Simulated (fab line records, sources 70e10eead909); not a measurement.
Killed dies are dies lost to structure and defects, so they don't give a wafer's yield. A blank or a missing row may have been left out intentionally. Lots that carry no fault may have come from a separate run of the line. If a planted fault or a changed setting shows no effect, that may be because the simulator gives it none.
Which tool did it? :: flow nandHarc :: 13 lots with 38 wafers sampled at 4 steps, on a route of 1159 steps

WHAT EACH GAUGE READ, for each wafer
NHARC_A_ONON_D1_THK_MEAS_18: measures by ellipsometry. Usual: thkNm 1000 nm, standard deviation 7.3.
lot: L804
measured: day 8 08:42
on: filmMetro-01
thkNm (nm): 1008 1007 1007
flag: 

lot: L803
measured: day 8 15:19
on: filmMetro-02
thkNm (nm): 1001 1002 1001
flag: 

lot: L805
measured: day 8 15:20
on: filmMetro-02
thkNm (nm): 988 987 986
flag: 

lot: L806
measured: day 8 15:19
on: filmMetro-01
thkNm (nm): 1011 1011 1010
flag: 

lot: L807
measured: day 8 20:19
on: filmMetro-01
thkNm (nm): 989 990 990
flag: 

lot: L813
measured: day 10 12:17
on: filmMetro-01
thkNm (nm): 1001 1521
flag: OFF

lot: L817
measured: day 11 05:11
on: filmMetro-02
thkNm (nm): 1008 1009 1008
flag: 

lot: L816
measured: day 11 04:50
on: filmMetro-01
thkNm (nm): 995 995 995
flag: 

lot: L820
measured: day 12 18:19
on: filmMetro-02
thkNm (nm): 1005 1005 1005
flag: 

lot: L822
measured: day 12 18:38
on: filmMetro-02
thkNm (nm): 1001 1002 1003
flag: 

lot: L821
measured: day 12 18:17
on: filmMetro-02
thkNm (nm): 1002 1002 1001
flag: 

lot: L825
measured: day 13 02:29
on: filmMetro-02
thkNm (nm): 1004 1002 1000
flag: 

lot: L826
measured: day 13 11:29
on: filmMetro-02
thkNm (nm): 1014 1014 1013
flag: 

WHAT TOOL EACH LOT RAN ON (gives the tool, then ch and the chambers of the sampled wafers, and finally the start)
lot: L804
NHARC_P_BONDPAD_PVD_27: pvdSputter-01, day 6 22:07 or earlier
NHARC_P_BONDPAD_ANNEAL_28: rtpAnneal-02 ch 0, day 6 22:07
NHARC_A_ONON_D1_DEP_16: pecvdOnon-02 ch 0, day 8 08:15

lot: L803
NHARC_P_BONDPAD_PVD_27: pvdSputter-03, day 7 03:41 or earlier
NHARC_P_BONDPAD_ANNEAL_28: rtpAnneal-01 ch 0, day 7 03:41
NHARC_A_ONON_D1_DEP_16: pecvdOnon-04 ch 0, day 8 14:52

lot: L805
NHARC_P_BONDPAD_PVD_27: pvdSputter-02, day 7 03:47 or earlier
NHARC_P_BONDPAD_ANNEAL_28: rtpAnneal-02 ch 0, day 7 03:47
NHARC_A_ONON_D1_DEP_16: pecvdOnon-03 ch 0, day 8 14:53

lot: L806
NHARC_P_BONDPAD_PVD_27: pvdSputter-02, day 7 04:49 or earlier
NHARC_P_BONDPAD_ANNEAL_28: rtpAnneal-02 ch 0, day 7 04:49
NHARC_A_ONON_D1_DEP_16: pecvdOnon-02 ch 0, day 8 14:52

lot: L807
NHARC_P_BONDPAD_PVD_27: pvdSputter-03, day 7 09:03 or earlier
NHARC_P_BONDPAD_ANNEAL_28: rtpAnneal-01 ch 0, day 7 09:03
NHARC_A_ONON_D1_DEP_16: pecvdOnon-04 ch 0, day 8 19:52

lot: L813
NHARC_P_BONDPAD_PVD_27: pvdSputter-01, day 9 01:54 or earlier
NHARC_P_BONDPAD_ANNEAL_28: rtpAnneal-01 ch 0, day 9 01:54
NHARC_A_ONON_D1_DEP_16: pecvdOnon-02 ch 0, day 10 11:45

lot: L817
NHARC_P_BONDPAD_PVD_27: pvdSputter-02, day 9 18:20 or earlier
NHARC_P_BONDPAD_ANNEAL_28: rtpAnneal-01 ch 0, day 9 18:20
NHARC_A_ONON_D1_DEP_16: pecvdOnon-03 ch 0, day 11 04:41

lot: L816
NHARC_P_BONDPAD_PVD_27: pvdSputter-02, day 9 20:32 or earlier
NHARC_P_BONDPAD_ANNEAL_28: rtpAnneal-02 ch 0, day 9 20:32
NHARC_A_ONON_D1_DEP_16: pecvdOnon-03 ch 0, day 11 04:20

lot: L820
NHARC_P_BONDPAD_PVD_27: pvdSputter-02, day 11 07:34 or earlier
NHARC_P_BONDPAD_ANNEAL_28: rtpAnneal-01 ch 0, day 11 07:34
NHARC_A_ONON_D1_DEP_16: pecvdOnon-04 ch 0, day 12 17:55

lot: L822
NHARC_P_BONDPAD_PVD_27: pvdSputter-01, day 11 08:50 or earlier
NHARC_P_BONDPAD_ANNEAL_28: rtpAnneal-02 ch 0, day 11 08:50
NHARC_A_ONON_D1_DEP_16: pecvdOnon-03 ch 0, day 12 18:11

lot: L821
NHARC_P_BONDPAD_PVD_27: pvdSputter-02, day 11 09:26 or earlier
NHARC_P_BONDPAD_ANNEAL_28: rtpAnneal-02 ch 0, day 11 09:26
NHARC_A_ONON_D1_DEP_16: pecvdOnon-03 ch 0, day 12 17:54

lot: L825
NHARC_P_BONDPAD_PVD_27: pvdSputter-02, day 11 17:04 or earlier
NHARC_P_BONDPAD_ANNEAL_28: rtpAnneal-01 ch 0, day 11 17:04
NHARC_A_ONON_D1_DEP_16: pecvdOnon-03 ch 0, day 13 01:59

lot: L826
NHARC_P_BONDPAD_PVD_27: pvdSputter-02, day 12 00:05 or earlier
NHARC_P_BONDPAD_ANNEAL_28: rtpAnneal-01 ch 0, day 12 00:05
NHARC_A_ONON_D1_DEP_16: pecvdOnon-04 ch 0, day 13 11:02
- NHARC_P_BONDPAD_PVD_27: deposits Cu, target thk 30 nm, time 20.49 s.
- NHARC_P_BONDPAD_ANNEAL_28: time 90 s.
- NHARC_A_ONON_D1_DEP_16: target thk 1000 nm.

AS READ BY THE TOOLS THEMSELVES (means over the sampled wafers that have a number; for cases with no such wafer, the mark the record gives instead)
NHARC_P_BONDPAD_PVD_27. Usual: cathodeDcPowerW 5000.0 W, standard deviation 0.95; throttleValvePct 29.9 %, standard deviation 1.1.
lot: L804
tool: pvdSputter-01
cathodeDcPowerW (W): 5000.4
throttleValvePct (%): 30.7
flag: 

lot: L803
tool: pvdSputter-03
cathodeDcPowerW (W): 5000.3
throttleValvePct (%): 29.7
flag: 

lot: L805
tool: pvdSputter-02
cathodeDcPowerW (W): 5000.2
throttleValvePct (%): 29.5
flag: 

lot: L806
tool: pvdSputter-02
cathodeDcPowerW (W): 4999.2
throttleValvePct (%): 29.5
flag: 

lot: L807
tool: pvdSputter-03
cathodeDcPowerW (W): 5000.5
throttleValvePct (%): 29.6
flag: 

lot: L813
tool: pvdSputter-01
cathodeDcPowerW (W): 4999.8
throttleValvePct (%): 32.4
flag: 

lot: L817
tool: pvdSputter-02
cathodeDcPowerW (W): 4999.3
throttleValvePct (%): 29.4
flag: 

lot: L816
tool: pvdSputter-02
cathodeDcPowerW (W): 4999.3
throttleValvePct (%): 29.2
flag: 

lot: L820
tool: pvdSputter-02
cathodeDcPowerW (W): 5000.1
throttleValvePct (%): 29.7
flag: 

lot: L822
tool: pvdSputter-01
cathodeDcPowerW (W): 4999.9
throttleValvePct (%): 32.3
flag: 

lot: L821
tool: pvdSputter-02
cathodeDcPowerW (W): 4999.9
throttleValvePct (%): 30.1
flag: 

lot: L825
tool: pvdSputter-02
cathodeDcPowerW (W): 4999.8
throttleValvePct (%): 29.8
flag: 

lot: L826
tool: pvdSputter-02
cathodeDcPowerW (W): 4999.6
throttleValvePct (%): 29.4
flag: 

NHARC_P_BONDPAD_ANNEAL_28. Usual: wafer_temp_C_max 225.98, standard deviation 0.25.
lot: L804
tool: rtpAnneal-02
wafer_temp_C_max: 225.63
flag: 

lot: L803
tool: rtpAnneal-01
wafer_temp_C_max: 226.02
flag: 

lot: L805
tool: rtpAnneal-02
wafer_temp_C_max: 225.87
flag: 

lot: L806
tool: rtpAnneal-02
wafer_temp_C_max: 226.03
flag: 

lot: L807
tool: rtpAnneal-01
wafer_temp_C_max: 225.93
flag: 

lot: L813
tool: rtpAnneal-01
wafer_temp_C_max: 225.96
flag: 

lot: L817
tool: rtpAnneal-01
wafer_temp_C_max: 226.09
flag: 

lot: L816
tool: rtpAnneal-02
wafer_temp_C_max: 225.77
flag: 

lot: L820
tool: rtpAnneal-01
wafer_temp_C_max: 226.39
flag: 

lot: L822
tool: rtpAnneal-02
wafer_temp_C_max: 225.90
flag: 

lot: L821
tool: rtpAnneal-02
wafer_temp_C_max: 225.71
flag: 

lot: L825
tool: rtpAnneal-01
wafer_temp_C_max: 226.00
flag: 

lot: L826
tool: rtpAnneal-01
wafer_temp_C_max: 226.08
flag: 

NHARC_A_ONON_D1_DEP_16. Usual: n2oFlowSccm 2000 sccm, standard deviation 6; sih4FlowSccm 209.9 sccm, standard deviation 0.52.
lot: L804
tool: pecvdOnon-02
n2oFlowSccm (sccm): 2005
sih4FlowSccm (sccm): 210.0
flag: 

lot: L803
tool: pecvdOnon-04
n2oFlowSccm (sccm): 2003
sih4FlowSccm (sccm): 210.0
flag: 

lot: L805
tool: pecvdOnon-03
n2oFlowSccm (sccm): 2004
sih4FlowSccm (sccm): 209.6
flag: 

lot: L806
tool: pecvdOnon-02
n2oFlowSccm (sccm): 1996
sih4FlowSccm (sccm): 210.0
flag: 

lot: L807
tool: pecvdOnon-04
n2oFlowSccm (sccm): 1998
sih4FlowSccm (sccm): 210.2
flag: 

lot: L813
tool: pecvdOnon-02
n2oFlowSccm (sccm): 1992
sih4FlowSccm (sccm): 209.7
flag: 

lot: L817
tool: pecvdOnon-03
n2oFlowSccm (sccm): 2003
sih4FlowSccm (sccm): 209.5
flag: 

lot: L816
tool: pecvdOnon-03
n2oFlowSccm (sccm): 2003
sih4FlowSccm (sccm): 211.2
flag: 

lot: L820
tool: pecvdOnon-04
n2oFlowSccm (sccm): 1996
sih4FlowSccm (sccm): 209.7
flag: 

lot: L822
tool: pecvdOnon-03
n2oFlowSccm (sccm): 2000
sih4FlowSccm (sccm): 210.2
flag: 

lot: L821
tool: pecvdOnon-03
n2oFlowSccm (sccm): 2007
sih4FlowSccm (sccm): 210.5
flag: 

lot: L825
tool: pecvdOnon-03
n2oFlowSccm (sccm): 1997
sih4FlowSccm (sccm): 210.2
flag: 

lot: L826
tool: pecvdOnon-04
n2oFlowSccm (sccm): 1997
sih4FlowSccm (sccm): 209.6
flag: 

THE ANSWER, worked out from the rows above alone
Rule: take the mean of a lot's wafers that have a number; if it is more than 3 standard deviations from the usual mean, the lot is off. Also off: a lot with no number at a reading for which 4 or more lots have one. All remaining lots with rows at the step are treated as sound. The gauges are gone through in route order, then the tools' own readings, and for those a lot's mean is taken as printed above. At the first step where some lot is off, the reading lying furthest off is the one used; lots without a number count as furthest.
Off: L813 (NHARC_A_ONON_D1_THK_MEAS_18, thkNm).
If a tool, at a process step before that reading, ran all the lots that are off and no sound lot after the first of them, it fits. The gauges at NHARC_A_ONON_D1_THK_MEAS_18 are tried like those tools. NHARC_P_BONDPAD_PVD_27 gives no start for some lots, so the hours and the order of its lots are those of NHARC_P_BONDPAD_ANNEAL_28. One fits: pecvdOnon-02 at NHARC_A_ONON_D1_DEP_16. A fault onset in the window from L806 (day 8 14:52, its last sound lot) to L813 (day 10 11:45, its first lot off) fits.

WHAT THE SIMULATOR PUT IN
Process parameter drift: pecvdOnon-02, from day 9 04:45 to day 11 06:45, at NHARC_A_ONON_D1_DEP_16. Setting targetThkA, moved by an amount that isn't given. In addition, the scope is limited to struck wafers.
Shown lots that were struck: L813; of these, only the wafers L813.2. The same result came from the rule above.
